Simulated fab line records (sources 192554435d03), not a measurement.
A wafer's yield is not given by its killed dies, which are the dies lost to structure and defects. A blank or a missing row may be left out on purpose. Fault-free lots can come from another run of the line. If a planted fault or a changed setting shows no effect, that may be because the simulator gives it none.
A lot that was struck, set against a sound lot | flow n5_finfet | 23 steps out of a route of 1938
Sound: the wafers L422.1, L422.4, L422.6. The struck wafers were L412.2, L412.3, L412.6. The cause is given at the end.
For every step that has rows: the tool of each side, followed by ch and its chambers, followed by its first start. Under that, the readings that differ: sound wafers | struck wafers | difference of the means | sigmas: that difference in standard deviations of wafers without a fault.
alike: words and numbers the same on both sides, and readings whose means are apart by under 2 such deviations; not compared: readings that were withheld, readings missing a value for some wafer, numbers with overlapping values and no deviation given by the record, and bounds like >300 which may hide the same value.
A row with sigmas, a row that says differs or no value, or rows on one side alone: a step with any of these is where the two part. Numbers that don't overlap but have no deviation are shown without sigmas and don't part them. A reading missing from all wafers of one side parts the sides only when that side holds two or more wafers.

first, 9 steps without rows for these wafers: N5_BEOL_M11_EBR_07; N5_BEOL_M11_SOFTBAKE_06 (time 60 s); N5_BEOL_M11_EXPOSE_08 (exposes mask M11); N5_BEOL_M11_PEB_09 (peb time 60 s); N5_BEOL_M11_DEVELOP_10 (develop time 30 s); N5_BEOL_M11_DESCUM_16 (chemistry O2, time 7.9 s); N5_BEOL_M11_ETCH_61 (etches SiARC in CF4, target depth 39 nm, time 65 s); N5_BEOL_M11_ETCH_62 (etches SOC in N2/H2, target depth 110 nm, overetch 22 nm, time 165 s); N5_BEOL_M11_STRIP_68 (strips in N2/H2).
N5_BEOL_M11_STRIP_67: strips in CF4.
  sound on rie_diel-06 ch 0,3, day 15 20:14; struck on rie_diel-05 ch 0,2, day 14 06:52
  reading                | sound             | struck            | difference | sigmas
  throttle_valve_pct (%) | 13.91 13.92 13.84 | 13.33 13.22 13.31 | -0.60      | -2
  alike: drypump_motor_current_A, oes_product_au, rf_vpp_V, showerhead_plenum_p_Torr
  not compared: rf_hours_counter_h
then, 10 steps without rows for these wafers: N5_BEOL_M11_HM_OPEN_17 (chemistry Cl2/BCl3, target TiN, target depth 20 nm, overetch 6 nm); N5_BEOL_M11_STRIP_19 (strips in O2); N5_BEOL_M11_COAT_63 (time 60 s, resist thk 100 nm); N5_BEOL_M11_COAT_64 (time 60 s, resist thk 30 nm); N5_BEOL_M11_COAT_22 (resist thk 90 nm); N5_BEOL_M11_EBR_24; N5_BEOL_M11_SOFTBAKE_23 (time 60 s); N5_BEOL_M11_EXPOSE_25 (exposes mask V10); N5_BEOL_M11_PEB_26 (peb time 60 s); N5_BEOL_M11_DEVELOP_27 (develop time 30 s).
N5_BEOL_M11_INSPECT_30: inspects for defects (brightfield).
  sound on defect_inspect-02 at day 16 00:21; struck on defect_inspect-02 at day 14 07:56
  reading          | sound       | struck      | difference | sigmas
  raw_defect_count | 337 479 517 | 606 669 830 | +257       | +3
then, 1 step without rows for these wafers: N5_BEOL_M11_DESCUM_33 (chemistry O2, time 7.9 s).
N5_PASSIVATION_PROBE_49:
  only the struck wafers here have rows in the record (prober-02, day 16 03:19); the sound ones have none

WHERE THEY PART
Earliest at N5_BEOL_M11_STRIP_67; latest, in this record, at N5_PASSIVATION_PROBE_49.

WHY: the cause the simulator had injected
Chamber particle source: rie_diel-05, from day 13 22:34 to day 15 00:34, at N5_BEOL_M11_STRIP_67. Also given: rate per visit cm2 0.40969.
